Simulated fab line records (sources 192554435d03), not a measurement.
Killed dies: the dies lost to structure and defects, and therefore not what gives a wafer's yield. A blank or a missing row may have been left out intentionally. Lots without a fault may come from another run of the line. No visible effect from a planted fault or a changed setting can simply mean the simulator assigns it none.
A struck lot beside a sound one | flow n5_finfet | 16 out of 1938 route steps
Sound: wafers L972.3, L972.4, L972.6. Struck: wafer L988.1 (L988.2, L988.4, from the same lot, were not struck and are left out); the cause is given at the end.
Order at every step that has rows: each side's tool, ch and its chambers, its first start. Under that, the readings that differ: sound wafers | struck wafers | difference of the means | sigmas: that difference in standard deviations of wafers without a fault.
alike: readings with means less than 2 such deviations apart, plus words and numbers identical on both sides. not compared: withheld readings, readings lacking a value on some wafer, bounds such as >300 that could conceal the same value, and numbers that have no deviation in the record and whose values overlap.
A row with sigmas, a row that says differs or no value, or rows on one side alone: a step with any of these is where the two part. Non-overlapping numbers with no deviation appear without sigmas and do not part them. A reading that every wafer of one side lacks parts them only if that side has two wafers or more.

first, 8 steps without rows for these wafers: N5_BEOL_M4_COAT_62 (time 60 s, resist thk 12 nm); N5_BEOL_M4_COAT_73 (time 60 s, resist thk 5 nm); N5_BEOL_M4_COAT_05 (resist thk 30 nm); N5_BEOL_M4_EBR_07; N5_BEOL_M4_SOFTBAKE_06 (time 60 s); N5_BEOL_M4_EXPOSE_08 (exposes mask M4); N5_BEOL_M4_PEB_09 (peb time 60 s); N5_BEOL_M4_DEVELOP_10 (develop time 30 s).
N5_BEOL_M4_CD_MEAS_11: target cd 16.79 nm.
  sound on cd_sem-01 ch 0, day 7 14:38; struck on cd_sem-03 ch 0, day 11 14:40
  alike: cd_nm
N5_BEOL_M4_OVL_MEAS_12:
  sound on overlay-01 ch 0, day 7 14:41; struck on overlay-02 ch 0, day 11 14:41
  alike: M4_OVL
N5_BEOL_M4_INSPECT_13: inspects for defects (brightfield).
  struck on defect_inspect-02, day 11 14:45; sound on defect_inspect-01, day 7 14:44
  alike: raw_defect_count
N5_BEOL_M4_DESCUM_16: chemistry O2, time 7 s.
  sound on rie_diel-03 ch 0,1,2, day 7 14:46; struck on rie_diel-04 ch 0, day 11 14:47
  alike: drypump_motor_current_A, oes_product_au, rf_vpp_V, showerhead_plenum_p_Torr, throttle_valve_pct
  not compared: rf_hours_counter_h
N5_BEOL_M4_ETCH_74: etches underlayer in N2/H2, target depth 6.5 nm, time 5.2 s.
  sound on rie_diel-03 ch 0,1,2, day 7 14:47; struck on rie_diel-04 ch 0, day 11 14:50
  reading               | sound          | struck | difference | sigmas
  etch_rf_on_time_s (s) | 5.20 5.25 4.97 | 3.50   | -1.64      | -14
  alike: bias_w, drypump_motor_current_A, oes_product_au, rf_vpp_V, showerhead_plenum_p_Torr, throttle_valve_pct
  not compared: rf_hours_counter_h
N5_BEOL_M4_ETCH_63: etches SiARC in CF4, target depth 15.6 nm, time 26 s.
  sound on rie_diel-03 ch 0,1,2, day 7 14:49; struck on rie_diel-04 ch 0, day 11 14:52
  alike: bias_w, drypump_motor_current_A, etch_rf_on_time_s, oes_product_au, rf_vpp_V, showerhead_plenum_p_Torr, throttle_valve_pct
  not compared: rf_hours_counter_h
N5_BEOL_M4_RC_MEAS_101:
  sound on prober-01 ch 0, day 8 00:32; struck on prober-01 ch 0, day 12 14:45
  alike: DIBL_N, DIBL_P, IOFF_N, IOFF_P, ION_N, ION_P, SS_N, SS_P, VT_N, VT_P
-- record jumps: 4 days separate the struck wafers' starts on either side; left off in module BEOL_M4, taken up again in module PASSIVATION, whose first shown step is the route's number 1936 --
N5_PASSIVATION_PROBE_49:
  record: rows for the struck wafers here (prober-01, day 16 14:46), none for the sound ones

== WHERE THEY PART ==
At N5_BEOL_M4_ETCH_74 first; at N5_PASSIVATION_PROBE_49 last (within this record only).

WHY: the cause the simulator had injected
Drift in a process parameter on rie_diel-04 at N5_BEOL_M4_ETCH_74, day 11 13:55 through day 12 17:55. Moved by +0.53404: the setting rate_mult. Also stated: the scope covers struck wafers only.
